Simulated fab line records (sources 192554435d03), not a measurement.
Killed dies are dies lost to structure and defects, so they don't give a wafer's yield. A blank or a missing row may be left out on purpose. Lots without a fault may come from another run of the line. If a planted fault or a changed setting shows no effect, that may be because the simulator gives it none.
fab line records | flow n5_finfet
[record] lots = 4 | wafers = 12 | last_day = 18
route steps=1938 shown BEOL_M0_SAQP@662 BEOL_M4@1111 PASSIVATION@1936
lots untouched by any fault: they come from a run of this same line in which no faults occurred
start_h: hours from the record's opening day to when the first of the lot's shown wafers began | wait_h: hours elapsed since this lot's preceding step | " repeats the value in the row above | L1.1+2: one row covering several wafers at once | - no value present, or no start provided | * or withheld: withheld | < > ~ a bound
route shown NAME@n: NAME is a module with steps in the file, n the number in the route of the first one | usual: mean and standard deviation over wafers with no fault | same: alike in all rows | chamber/n: place in a boat | sites: readings site by site | _std_site: the standard deviation of these | _edge_site: the outer-site mean with the inner-site mean subtracted | radius_mm: how far each site lies from the wafer's centre | mask NAME#n: copy n | behind: the tool/chamber that last shaped the wafer | hold: cause of the lot's hold/its duration in hours/its outcome | device: the transistor (n, p or np) that didn't switch | end of line: tests run on the same wafers once the route is complete | for a step that has no rows: nothing shown but its recipe | killed: dies that structure and defects cost at the first sort, which is not the same as the wafer's yield | map: shows each die of a wafer: x if killed, . if not, _ if none is there
set.NAME: the setting that was run; set.NAME@STEP: the one run at that earlier step | model.NAME: the simulator's own value behind a step, which no gauge read
lots seen at some steps along the route; tables by step, rows by wafer
services: when a tool's chamber went out of use (start_h, in hours from the record's first day, below 0 if earlier), for how many hours, and the reason
[[steps]]
[step N5_BEOL_M0_SAQP_RECESS_114]
[recipe] chemistry = HF/NH3 | target = SiO2 | target_depth_a = 144 | afs_cycles = 3 | temp_c = 30 | sublimation_temp_c = 180 | sublimation_time_s = 60
[step N5_BEOL_M0_SAQP_SPACER1_ALD_98]
[recipe] material = SiO2 | target_thk_a = 128 | temp_c = 300 | ald_precursor_family = BDEAS | ald_co_reactant = O2-plasma | pulse_time_s = 1 | purge_time_s = 2 | co_reactant_purge_time_s = 2 | ald_cycles = 138 | pressure_torr = 2
[step N5_BEOL_M0_SAQP_SPACER1_ETCHBACK_99]
[recipe] chemistry = CHF3/O2 | mode = anisotropic_etchback | target = SiO2 | target_depth_a = 154 | time_s = 7.7 | pressure_mtorr = 30 | source_w = 650 | bias_w = 170 | Ar_flow_sccm = 200 | CHF3_flow_sccm = 50 | O2_flow_sccm = 5 | ion_energy_ev = 200
[step N5_BEOL_M0_SAQP_MANDREL1_REMOVE_100]
[recipe] chemistry = HBr/Cl2/O2 | bt_time_s = 10 | target = a-Si | stop_on = SiNx | endpoint = OES-SiCl | over_etch_frac = 0.85 | icp_w = 600 | bias_w = 30 | HBr_flow_sccm = 150 | Cl2_flow_sccm = 80 | O2_flow_sccm = 5 | pressure_mtorr = 10
[step N5_BEOL_M0_SAQP_ETCH_101]
[recipe] chemistry = CH3F/O2 | target = SiNx | mask_material = SiO2 | target_depth_a = 299 | time_s = 42.7 | pressure_mtorr = 30 | source_w = 395 | bias_w = 73 | Ar_flow_sccm = 150 | CH3F_flow_sccm = 30 | O2_flow_sccm = 20 | ion_energy_ev = 120
[step N5_BEOL_M0_SAQP_ETCH_102]
[recipe] chemistry = CF4 | target = SiO2 | target_depth_a = 40 | ion_energy_ev = 350 | time_s = 4.4 | pressure_mtorr = 10 | icp_w = 800 | bias_w = 400 | cf4_flow_sccm = 80
[step N5_BEOL_M0_SAQP_MANDREL_ETCH_103]
[recipe] chemistry = HBr/Cl2 | target = a-Si | target_depth_a = 450 | bt_time_s = 10 | stop_on = SiCN | mask_material = SiO2 | over_etch_frac = 0.8 | time_s = 27 | pressure_mtorr = 10 | icp_w = 800 | bias_w = 75 | HBr_flow_sccm = 150 | Cl2_flow_sccm = 80 | ends = end_point
[step N5_BEOL_M0_SAQP_RECESS_104]
[recipe] chemistry = HF/NH3 | target = SiO2 | target_depth_a = 180 | afs_cycles = 3 | temp_c = 30 | sublimation_temp_c = 180 | sublimation_time_s = 60
[step N5_BEOL_M0_SAQP_COAT_105]
[recipe] resist = SOC | temp_c = 250 | time_s = 60 | spin_rpm = 1500 | resist_thk_nm = 100
[step N5_BEOL_M0_SAQP_ETCH_106]
[recipe] chemistry = N2/H2 | target = SOC | target_depth_a = 1500 | stop_on = SiNx | ion_energy_ev = 100 | bias_w = 61 | pressure_mtorr = 30 | source_w = 850 | n2_flow_sccm = 200 | h2_flow_sccm = 200
[step N5_BEOL_M0_SAQP_ETCH_107]
[recipe] chemistry = CH3F/O2 | target = SiNx | target_depth_a = 300 | mask_material = SOC | pressure_mtorr = 30 | source_w = 395 | bias_w = 73 | Ar_flow_sccm = 150 | CH3F_flow_sccm = 30 | O2_flow_sccm = 20 | ion_energy_ev = 120
[step N5_BEOL_M0_SAQP_STRIP_108]
[recipe] chemistry = N2/H2 | power_w = 500 | temp_c = 40 | pressure_mtorr = 50 | rf_frequency_hz = 6e+07 | overash_fraction = 0.3 | bias_power_w = 28 | h2_frac = 0.5 | n2_flow_sccm = 300 | h2_flow_sccm = 300
[usual] bias_power_w = 28.00/0.082 | chamber_pressure_mTorr = 49.99/0.087 | drypump_motor_current_A = 6.0/0.57 | oes_product_au = 0.79/0.096 | rf_vpp_V = 121.8/1.1 | showerhead_plenum_p_Torr = 3.36/0.11 | throttle_valve_pct = 19.0/0.43
lot.wafer | tool        | chamber | start_h | wait_h | bias_power_w | chamber_pressure_mTorr | drypump_motor_current_A | oes_product_au | rf_hours_counter_h | rf_vpp_V | showerhead_plenum_p_Torr | throttle_valve_pct | model.SOC_of_BEOL_M0_SAQP_COAT_105.thk_nm
L749.2    | rie_diel-02 | 3       | 124.79  | 0.0    | 28.21        | 49.94                  | 6.5                     | 0.80           | 133                | 122.5    | 3.37                     | 18.8               | 0
L749.3    | "           | 2       | "       | "      | 27.94        | 49.97                  | 6.8                     | 0.87           | 51                 | 121.8    | 3.41                     | 19.1               | 0
L749.5    | "           | 2       | "       | "      | 27.93        | 49.95                  | 6.8                     | 0.87           | -                  | 121.1    | 3.41                     | 19.1               | 0
L751.2    | rie_diel-05 | 0       | 138.41  | 0.0    | -            | -                      | -                       | -              | -                  | -        | -                        | -                  | 12.6
L751.4    | "           | 2       | "       | "      | -            | -                      | -                       | -              | -                  | -        | -                        | -                  | 14
L751.6    | "           | 1       | "       | "      | -            | -                      | -                       | -              | -                  | -        | -                        | -                  | 13
L752.3    | rie_diel-02 | 3       | 145.12  | 0.0    | -            | -                      | -                       | -              | -                  | -        | -                        | -                  | 16.6
L752.5    | "           | 2       | "       | "      | -            | -                      | -                       | -              | -                  | -        | -                        | -                  | 16.4
L752.6    | "           | 1       | "       | "      | -            | -                      | -                       | -              | -                  | -        | -                        | -                  | 16.4
L770.3    | rie_diel-05 | 3       | 245.10  | 0.0    | 28.17        | 49.97                  | 6.4                     | 0.77           | 118                | 122.7    | 3.24                     | 19.2               | 0
L770.4    | "           | 2       | "       | "      | 28.03        | 49.97                  | 6.5                     | 0.88           | 54                 | 120.9    | 3.28                     | 18.6               | 0
L770.5    | "           | 1       | "       | "      | 27.91        | 50.01                  | 5.6                     | 0.75           | -                  | 119.1    | 3.22                     | 18.9               | 0
[step N5_BEOL_M0_SAQP_RECESS_109]
[recipe] chemistry = HF/NH3 | target = SiO2 | target_depth_a = 30 | afs_cycles = 1 | temp_c = 30 | sublimation_temp_c = 180 | sublimation_time_s = 60
[step N5_BEOL_M4_RC_MEAS_101]
[usual] DIBL_N = 36.0/1.7 | DIBL_P = 36.0/2 | IOFF_N = 0.156/0.028 | IOFF_P = 0.21/0.04 | ION_N = 673/12 | ION_P = 463/8.3 | SS_N = 71.4/0.6 | SS_P = 73.3/0.66 | VT_N = 250/3 | VT_P = -250/3.8
lot.wafer | tool      | chamber | start_h | wait_h | DIBL_N[mV/V] | DIBL_P[mV/V] | IOFF_N[nA/um] | IOFF_P[nA/um] | ION_N[uA/um] | ION_P[uA/um] | SS_N[mV/dec] | SS_P[mV/dec] | VT_N[mV] | VT_P[mV]
L749.2    | prober-02 | 0       | 169.46  | 0.2    | 32.8         | 32.6         | 0.114         | 0.14          | 664          | 451          | 71.0         | 71.6         | 255      | -259
L749.3    | "         | 0       | "       | "      | 34.9         | 35.6         | 0.151         | 0.18          | 692          | 466          | 71.0         | 73.7         | 250      | -253
L749.5    | "         | 0       | "       | "      | 33.6         | 35.5         | 0.134         | 0.17          | 675          | 458          | 70.9         | 73.3         | 252      | -254
L770.3    | prober-02 | 0       | 312.89  | 0.3    | 37.0         | 38.0         | 0.186         | 0.23          | 682          | 463          | 71.3         | 73.9         | 247      | -249
L770.4    | "         | 0       | "       | "      | 38.8         | 40.0         | 0.218         | 0.26          | 711          | 480          | 72.0         | 74.3         | 244      | -247
L770.5    | "         | 0       | "       | "      | 36.3         | 37.7         | 0.167         | 0.21          | 698          | 474          | 71.3         | 73.4         | 250      | -252
[step N5_PASSIVATION_PROBE_49]
[usual] defect_limited_yield = 91.6/1.6 | killed_at_M0_to_M3 = 31/10 | killed_at_M4_up = 14/6.3 | killed_at_contacts = 12/6.1 | killed_at_front_end = 39/12 | killed_at_other = 3.7/2.8 | killed_dies = 100/19 | killed_on_rim = 13/4.2 | killed_open = 66/14 | killed_short = 33/8.1 | sort_bin_5_function = 5.0/1.1 | sort_bin_6_memory = 3.2/0.66 | sort_n_pass = 1080/18 | sort_yield_pct = 91.6/1.6
[same] gross_dies = 1180 | killed_at_back_side = 0 | sort_bin_4_leakage[%] = 0 | sort_bin_8_speed[%] = 0
lot.wafer | tool      | chamber | start_h | wait_h | defect_limited_yield[%] | killed_at_M0_to_M3 | killed_at_M4_up | killed_at_contacts | killed_at_front_end | killed_at_other | killed_dies | killed_on_rim | killed_open | killed_short | sort_bin_5_function[%] | sort_bin_6_memory[%] | sort_n_pass | sort_yield_pct[%]
L749.2    | prober-01 | -       | 264.12  | 0.1    | 92.7                    | 24                 | 7               | 14                 | 40                  | 1               | 86          | 13            | 61          | 25           | 4.1                    | 3.1                  | 1094        | 92.7
L749.3    | prober-01 | -       | 264.17  | 0.1    | 91.4                    | 34                 | 7               | 11                 | 47                  | 2               | 101         | 6             | 71          | 29           | 4.8                    | 3.5                  | 1079        | 91.4
L749.5    | prober-01 | -       | 264.27  | 0.2    | 91.9                    | 37                 | 13              | 22                 | 22                  | 2               | 96          | 13            | 65          | 31           | 4.7                    | 3.2                  | 1084        | 91.9
L751.2    | prober-02 | -       | 286.25  | 0.1    | 0                       | 1108               | 4               | 22                 | 43                  | 3               | 1180        | 152           | 59          | 33           | 96.7                   | 3.1                  | 0           | 0
L751.4    | prober-02 | -       | 286.35  | 0.2    | 0                       | 1130               | 11              | 12                 | 26                  | 1               | 1180        | 152           | 56          | 33           | 97.0                   | 2.8                  | 0           | 0
L751.6    | prober-02 | -       | 286.45  | 0.3    | 0                       | 1130               | 9               | 11                 | 28                  | 2               | 1180        | 152           | 47          | 28           | 97.8                   | 2.1                  | 0           | 0
L752.3    | prober-01 | -       | 297.13  | 0.1    | 0                       | 1113               | 9               | 14                 | 38                  | 6               | 1180        | 152           | 74          | 32           | 96.4                   | 3.0                  | 0           | 0
L752.5    | prober-01 | -       | 297.23  | 0.2    | 0                       | 1095               | 6               | 10                 | 63                  | 6               | 1180        | 152           | 75          | 46           | 96.4                   | 3.1                  | 0           | 0
L752.6    | prober-01 | -       | 297.28  | 0.3    | 0                       | 1135               | 12              | 12                 | 21                  | 0               | 1180        | 152           | 63          | 31           | 96.8                   | 3.0                  | 0           | 0
L770.3    | prober-02 | -       | 420.03  | 0.1    | 91.9                    | 20                 | 11              | 11                 | 51                  | 3               | 96          | 10            | 67          | 28           | 5.0                    | 2.7                  | 1084        | 91.9
L770.4    | prober-02 | -       | 420.08  | 0.2    | 94.2                    | 20                 | 8               | 4                  | 37                  | 0               | 69          | 14            | 42          | 23           | 3.8                    | 1.6                  | 1111        | 94.2
L770.5    | prober-02 | -       | 420.13  | 0.2    | 89.9                    | 40                 | 11              | 8                  | 56                  | 4               | 119         | 14            | 93          | 24           | 5.6                    | 4.2                  | 1061        | 89.9
// killed by level:class
L749.2 FIN_SAQP:geometric_particle:open=14 MOL_CONTACT_COAG:geometric_particle:open=13 DUMMY_GATE:geometric_particle:open=7 BEOL_M2:geometric_particle:open=6 BEOL_M3:geometric_particle:open=6 FIN_SAQP:geometric_particle:short=5 STI_FIN_REVEAL:geometric_particle:open=4 STARTING-WAFER:geometric_particle:short=3
L749.3 FIN_SAQP:geometric_particle:open=15 STI_FIN_REVEAL:geometric_particle:open=10 MOL_CONTACT_COAG:geometric_particle:open=8 BEOL_M1:geometric_particle:open=8 BEOL_M2:geometric_particle:open=8 BEOL_M3:geometric_particle:open=5 FIN_SAQP:geometric_particle:short=4 BEOL_M0_SAQP:geometric_particle:short=4
L749.5 MOL_CONTACT_COAG:geometric_particle:open=14 BEOL_M2:geometric_particle:open=10 MOL_CONTACT_COAG:geometric_particle:short=8 BEOL_M0_SAQP:geometric_particle:short=7 BEOL_M1:geometric_particle:open=6 BEOL_M3:geometric_particle:open=5 FIN_SAQP:geometric_particle:open=4 STI_FIN_REVEAL:geometric_particle:open=4
L751.2 BEOL_M0_SAQP:area_remove=1027 BEOL_M0_SAQP:area_ald=59 MOL_CONTACT_COAG:geometric_particle:open=14 FIN_SAQP:geometric_particle:short=8 STI_FIN_REVEAL:geometric_particle:open=7 BEOL_M0_SAQP:geometric_particle:open=7 GATE_CUT:geometric_particle:open=6 MOL_CONTACT_COAG:geometric_particle:short=6
L751.4 BEOL_M0_SAQP:area_remove=1007 BEOL_M0_SAQP:area_ald=83 MOL_CONTACT_COAG:geometric_particle:open=10 BEOL_M0_SAQP:geometric_particle:short=10 BEOL_M0_SAQP:geometric_particle:open=9 BEOL_M2:geometric_particle:open=9 FIN_SAQP:geometric_particle:open=5 BEOL_M1:geometric_particle:open=5
L751.6 BEOL_M0_SAQP:area_remove=1047 BEOL_M0_SAQP:area_ald=58 MOL_CONTACT_COAG:geometric_particle:open=8 BEOL_M0_SAQP:geometric_particle:short=7 FIN_SAQP:geometric_particle:short=5 DUMMY_GATE:geometric_particle:open=5 BEOL_M0_SAQP:geometric_particle:open=5 BEOL_M2:geometric_particle:open=5
L752.3 BEOL_M0_SAQP:area_remove=955 BEOL_M0_SAQP:area_ald=118 MOL_CONTACT_COAG:geometric_particle:open=11 BEOL_M0_SAQP:geometric_particle:open=10 BEOL_M3:geometric_particle:open=10 BEOL_M0_SAQP:geometric_particle:short=8 STI_FIN_REVEAL:geometric_particle:open=7 FIN_SAQP:geometric_particle:open=5
L752.5 BEOL_M0_SAQP:area_remove=951 BEOL_M0_SAQP:area_ald=108 BEOL_M0_SAQP:geometric_particle:open=16 FIN_SAQP:geometric_particle:open=13 FIN_SAQP:geometric_particle:short=11 MOL_CONTACT_COAG:geometric_particle:open=9 STI_FIN_REVEAL:geometric_particle:open=8 BEOL_M0_SAQP:geometric_particle:short=7
L752.6 BEOL_M0_SAQP:area_remove=978 BEOL_M0_SAQP:area_ald=108 BEOL_M3:geometric_particle:open=14 BEOL_M0_SAQP:geometric_particle:short=12 MOL_CONTACT_COAG:geometric_particle:open=8 BEOL_M1:geometric_particle:open=7 BEOL_M0_SAQP:geometric_particle:open=6 FIN_SAQP:geometric_particle:open=5
L770.3 STI_FIN_REVEAL:geometric_particle:open=11 FIN_SAQP:geometric_particle:open=10 MOL_CONTACT_COAG:geometric_particle:open=10 BEOL_M3:geometric_particle:open=8 GATE_CUT:geometric_particle:short=7 STI_FIN_REVEAL:geometric_particle:short=4 DUMMY_GATE:geometric_particle:open=4 ILD0:geometric_particle:short=4
L770.4 FIN_SAQP:geometric_particle:open=9 FIN_SAQP:geometric_particle:short=7 BEOL_M0_SAQP:geometric_particle:short=6 BEOL_M3:geometric_particle:open=6 STI_FIN_REVEAL:geometric_particle:open=4 MOL_CONTACT_COAG:geometric_particle:open=4 BEOL_M0:geometric_particle:open=4 GATE_CUT:geometric_particle:open=3
L770.5 BEOL_M3:geometric_particle:open=22 FIN_SAQP:geometric_particle:open=16 STI_FIN_REVEAL:geometric_particle:open=9 MOL_CONTACT_COAG:geometric_particle:open=8 DUMMY_GATE:geometric_particle:open=7 FIN_SAQP:geometric_particle:short=6 GATE_CUT:geometric_particle:short=6 GATE_CUT:geometric_particle:open=5
// map L751.2 (x killed, . not)
_________________xxxxxxxxxxxx________________
______________xxxxxxxxxxxxxxxxxx_____________
___________xxxxxxxxxxxxxxxxxxxxxxxx__________
__________xxxxxxxxxxxxxxxxxxxxxxxxxx_________
________xxxxxxxxxxxxxxxxxxxxxxxxxxxxxx_______
_______xxxxxxxxxxxxxxxxxxxxxxxxxxxxxxxx______
______xxxxxxxxxxxxxxxxxxxxxxxxxxxxxxxxxx_____
_____xxxxxxxxxxxxxxxxxxxxxxxxxxxxxxxxxxxx____
____xxxxxxxxxxxxxxxxxxxxxxxxxxxxxxxxxxxxxx___
___xxxxxxxxxxxxxxxxxxxxxxxxxxxxxxxxxxxxxxxx__
___xxxxxxxxxxxxxxxxxxxxxxxxxxxxxxxxxxxxxxxx__
__xxxxxxxxxxxxxxxxxxxxxxxxxxxxxxxxxxxxxxxxxx_
__xxxxxxxxxxxxxxxxxxxxxxxxxxxxxxxxxxxxxxxxxx_
_xxxxxxxxxxxxxxxxxxxxxxxxxxxxxxxxxxxxxxxxxxxx
_xxxxxxxxxxxxxxxxxxxxxxxxxxxxxxxxxxxxxxxxxxxx
_xxxxxxxxxxxxxxxxxxxxxxxxxxxxxxxxxxxxxxxxxxxx
_xxxxxxxxxxxxxxxxxxxxxxxxxxxxxxxxxxxxxxxxxxxx
_xxxxxxxxxxxxxxxxxxxxxxxxxxxxxxxxxxxxxxxxxxxx
_xxxxxxxxxxxxxxxxxxxxxxxxxxxxxxxxxxxxxxxxxxxx
_xxxxxxxxxxxxxxxxxxxxxxxxxxxxxxxxxxxxxxxxxxxx
_xxxxxxxxxxxxxxxxxxxxxxxxxxxxxxxxxxxxxxxxxxxx
__xxxxxxxxxxxxxxxxxxxxxxxxxxxxxxxxxxxxxxxxxx_
__xxxxxxxxxxxxxxxxxxxxxxxxxxxxxxxxxxxxxxxxxx_
___xxxxxxxxxxxxxxxxxxxxxxxxxxxxxxxxxxxxxxxx__
___xxxxxxxxxxxxxxxxxxxxxxxxxxxxxxxxxxxxxxxx__
____xxxxxxxxxxxxxxxxxxxxxxxxxxxxxxxxxxxxxx___
_____xxxxxxxxxxxxxxxxxxxxxxxxxxxxxxxxxxxx____
______xxxxxxxxxxxxxxxxxxxxxxxxxxxxxxxxxx_____
_______xxxxxxxxxxxxxxxxxxxxxxxxxxxxxxxx______
________xxxxxxxxxxxxxxxxxxxxxxxxxxxxxx_______
__________xxxxxxxxxxxxxxxxxxxxxxxxxx_________
___________xxxxxxxxxxxxxxxxxxxxxxxx__________
______________xxxxxxxxxxxxxxxxxx_____________
_________________xxxxxxxxxxxx________________
// map L752.3 (x killed, . not)
_________________xxxxxxxxxxxx________________
______________xxxxxxxxxxxxxxxxxx_____________
___________xxxxxxxxxxxxxxxxxxxxxxxx__________
__________xxxxxxxxxxxxxxxxxxxxxxxxxx_________
________xxxxxxxxxxxxxxxxxxxxxxxxxxxxxx_______
_______xxxxxxxxxxxxxxxxxxxxxxxxxxxxxxxx______
______xxxxxxxxxxxxxxxxxxxxxxxxxxxxxxxxxx_____
_____xxxxxxxxxxxxxxxxxxxxxxxxxxxxxxxxxxxx____
____xxxxxxxxxxxxxxxxxxxxxxxxxxxxxxxxxxxxxx___
___xxxxxxxxxxxxxxxxxxxxxxxxxxxxxxxxxxxxxxxx__
___xxxxxxxxxxxxxxxxxxxxxxxxxxxxxxxxxxxxxxxx__
__xxxxxxxxxxxxxxxxxxxxxxxxxxxxxxxxxxxxxxxxxx_
__xxxxxxxxxxxxxxxxxxxxxxxxxxxxxxxxxxxxxxxxxx_
_xxxxxxxxxxxxxxxxxxxxxxxxxxxxxxxxxxxxxxxxxxxx
_xxxxxxxxxxxxxxxxxxxxxxxxxxxxxxxxxxxxxxxxxxxx
_xxxxxxxxxxxxxxxxxxxxxxxxxxxxxxxxxxxxxxxxxxxx
_xxxxxxxxxxxxxxxxxxxxxxxxxxxxxxxxxxxxxxxxxxxx
_xxxxxxxxxxxxxxxxxxxxxxxxxxxxxxxxxxxxxxxxxxxx
_xxxxxxxxxxxxxxxxxxxxxxxxxxxxxxxxxxxxxxxxxxxx
_xxxxxxxxxxxxxxxxxxxxxxxxxxxxxxxxxxxxxxxxxxxx
_xxxxxxxxxxxxxxxxxxxxxxxxxxxxxxxxxxxxxxxxxxxx
__xxxxxxxxxxxxxxxxxxxxxxxxxxxxxxxxxxxxxxxxxx_
__xxxxxxxxxxxxxxxxxxxxxxxxxxxxxxxxxxxxxxxxxx_
___xxxxxxxxxxxxxxxxxxxxxxxxxxxxxxxxxxxxxxxx__
___xxxxxxxxxxxxxxxxxxxxxxxxxxxxxxxxxxxxxxxx__
____xxxxxxxxxxxxxxxxxxxxxxxxxxxxxxxxxxxxxx___
_____xxxxxxxxxxxxxxxxxxxxxxxxxxxxxxxxxxxx____
______xxxxxxxxxxxxxxxxxxxxxxxxxxxxxxxxxx_____
_______xxxxxxxxxxxxxxxxxxxxxxxxxxxxxxxx______
________xxxxxxxxxxxxxxxxxxxxxxxxxxxxxx_______
__________xxxxxxxxxxxxxxxxxxxxxxxxxx_________
___________xxxxxxxxxxxxxxxxxxxxxxxx__________
______________xxxxxxxxxxxxxxxxxx_____________
_________________xxxxxxxxxxxx________________
[[services]]
tool        | chamber | start_h | hours | kind
rie_diel-05 | 0       | 149.93  | 9.9   | repair
rie_diel-02 | 1       | 158.69  | -     | clean
rie_diel-02 | 1       | 158.69  | -     | consumable_replace:focus_ring
rie_diel-02 | 1       | 158.69  | 32.3  | scheduled_down
rie_diel-02 | 1       | 158.69  | 32.3  | vent_cycle
rie_diel-02 | 0       | 191.04  | -     | clean
rie_diel-02 | 0       | 191.04  | -     | consumable_replace:focus_ring
rie_diel-02 | 0       | 191.04  | -     | consumable_replace:showerhead
rie_diel-02 | 0       | 191.04  | 13.5  | scheduled_down
rie_diel-02 | 0       | 191.04  | 13.5  | vent_cycle
[[key]]
[first_sign] step = N5_BEOL_M0_SAQP_STRIP_108 | reading = tool_record | direction = missing
[effect] step = N5_PASSIVATION_PROBE_49 | reading = killed_at_M0_to_M3 | direction = up | sigmas = 99+ | usual = 31 | struck = 1118
[model_effect] step = N5_BEOL_M0_SAQP_STRIP_108 | value = SOC_of_BEOL_M0_SAQP_COAT_105.thk_nm | without = 0 | struck = 14.83
[more_kills_born_at] N5_BEOL_M0_SAQP_MANDREL2_REMOVE_110@rie_si-06 = 3081 | N5_BEOL_M0_SAQP_MANDREL2_REMOVE_110@rie_si-01 = 2884
met_at N5_BEOL_M0_SAQP_STRIP_108
struck_wafers L751.2,L751.4,L751.6,L752.3,L752.5,L752.6
later_rows_left_out L751.2,L751.4,L751.6,L752.3,L752.5,L752.6
onset_between 124.79 138.41
[fault] kind = skipped_step_whole | tool = rie_diel-02,rie_diel-05 | chamber = - | onset_h = 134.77 | steps = N5_BEOL_M0_SAQP_STRIP_108 | scope = struck_lots_only
// later_rows_left_out: the simulator's readings of these wafers behind a module that went badly wrong aren't trusted and aren't shown, but for the sort
